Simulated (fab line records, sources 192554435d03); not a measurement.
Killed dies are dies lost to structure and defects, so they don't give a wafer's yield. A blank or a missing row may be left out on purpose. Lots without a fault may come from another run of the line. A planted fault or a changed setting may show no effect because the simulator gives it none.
Split-lot experiment | flow n5_finfet | 7 lots, 21 wafers read, on a route of 1938 steps

THE SPLIT
At N5_BEOL_M10_ILD_DEP_00 (deposits SiCOH lowk from DEMS/porogen, target thk 308.51 nm, time 58 s), the setting time_s was moved away from the recipe's 58 s on 7 of the 21 wafers read, by -12.6% to +11.2%. The other wafers ran this setting at the recipe's value.

FROM THE SPLIT TO THE READING: what the file shows between them, 1 step
- N5_BEOL_M10_CURE_71: cures SiCOH lowk, time 240 s

THE READING
M10_ILD_THK, in nm, at N5_BEOL_M10_THK_MEAS_01. Fault-free wafers of this fab line usually give 268 nm, standard deviation 3.6 nm.

wafer  | tool, chamber at the split | time_s as run, s | against the recipe | M10_ILD_THK, nm | against lot-mates on the recipe
L081.1 | pecvd-04, 2                | 50.72            | -12.6%             | 229             | -42
L081.2 | pecvd-04, 1                | 58               | recipe             | 271             | -
L081.4 | pecvd-04, 2                | 58               | recipe             | 270             | -
L083.1 | pecvd-04, 2                | 58               | recipe             | 263             | -
L083.2 | pecvd-04, 1                | 58               | recipe             | 271             | -
L083.5 | pecvd-04, 0                | 58               | recipe             | 272             | -
L084.1 | pecvd-04, 1                | 58               | recipe             | 271             | -
L084.5 | pecvd-04, 2                | 58               | recipe             | 274             | -
L084.6 | pecvd-04, 0                | 58               | recipe             | 270             | -
L086.2 | pecvd-03, 2                | 58               | recipe             | 267             | -
L086.3 | pecvd-03, 0                | 54.21            | -6.5%              | 250             | -17
L086.4 | pecvd-03, 0                | 54.21            | -6.5%              | 253             | -14
L088.1 | pecvd-04, 0                | 58               | recipe             | 268             | -
L088.3 | pecvd-04, 2                | 64.1             | +10.5%             | 289             | +19
L088.6 | pecvd-04, 1                | 58               | recipe             | 272             | -
L093.1 | pecvd-03, 2                | 58               | recipe             | 268             | -
L093.3 | pecvd-03, 0                | 58               | recipe             | 266             | -
L093.5 | pecvd-03, 2                | 64.5             | +11.2%             | 299             | +32
L091.4 | pecvd-04, 1                | 54.74            | -5.6%              | 255             | -16
L091.5 | pecvd-04, 2                | 54.74            | -5.6%              | 252             | -19
L091.6 | pecvd-04, 1                | 58               | recipe             | 271             | -

THE FIT
A straight line over all 21 wafers: M10_ILD_THK changes by +2.67 nm for each +1% of time_s; r = +0.97; the points scatter about the line by 3.4 nm.
The same after taking each lot's own level away (the mean of its wafers on the recipe; 21 wafers): +2.71 nm for each +1%; r = +0.97; scatter 3.5 nm.
On that fit, the largest move of time_s shifts the reading by 34 nm.
The lots' own levels span 267.0 to 271.7 nm, that is 1.3 times the standard deviation above.
So the lot-to-lot level changes the slope little: the two slopes agree.
Check: with one of the wafers moved furthest among these (-12.6%) left out of the fit, the line predicts -31.6 nm for it against its lot-mates. It came out at -41.5 nm against them.

OTHER SPLITS ON THESE WAFERS
These wafers also went through other splits before the reading. Each is held against what the fit with the lots' levels taken away leaves over:
other split on the same wafers     | wafers away from the commonest value | r with M10_ILD_THK (lot level and that fit taken away)
N5_BEOL_M6_TRENCH_ETCH_37 source_w | 5                                    | -0.16
N5_BEOL_M7_EXPOSE_25 dose_mj       | 9                                    | -0.31
N5_BEOL_M8_ETCH_62 time_s          | 7                                    | +0.20
N5_BEOL_M8_COAT_71 spin_rpm        | 7                                    | -0.02
N5_BEOL_M9_COAT_05 spin_rpm        | 9                                    | +0.02

THE WHOLE CHAIN: every reading that the file lists as answering this split, in the file's order
step                    | what it does                                                           | reading                                                                                   | change (the file's fit)              | r (the file's)
N5_BEOL_M10_ILD_DEP_00  | deposits SiCOH lowk from DEMS/porogen, target thk 308.51 nm, time 58 s | SiCOH_lowk_of_BEOL_M10_ILD_DEP_00.thk_nm (the simulator's own value, which no gauge read) | +3.12 nm for each +1% of the setting | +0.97
N5_BEOL_M10_CURE_71     | cures SiCOH lowk, time 240 s                                           | SiCOH_lowk_of_BEOL_M10_ILD_DEP_00.thk_nm (the simulator's own value, which no gauge read) | +2.76 nm for each +1% of the setting | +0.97
N5_BEOL_M10_THK_MEAS_01 |                                                                        | M10_ILD_THK                                                                               | +2.75 for each +1% of the setting    | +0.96

THE FILE'S OWN FIT
M10_ILD_THK changes by +2.75 nm for each +1% of time_s, r = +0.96.
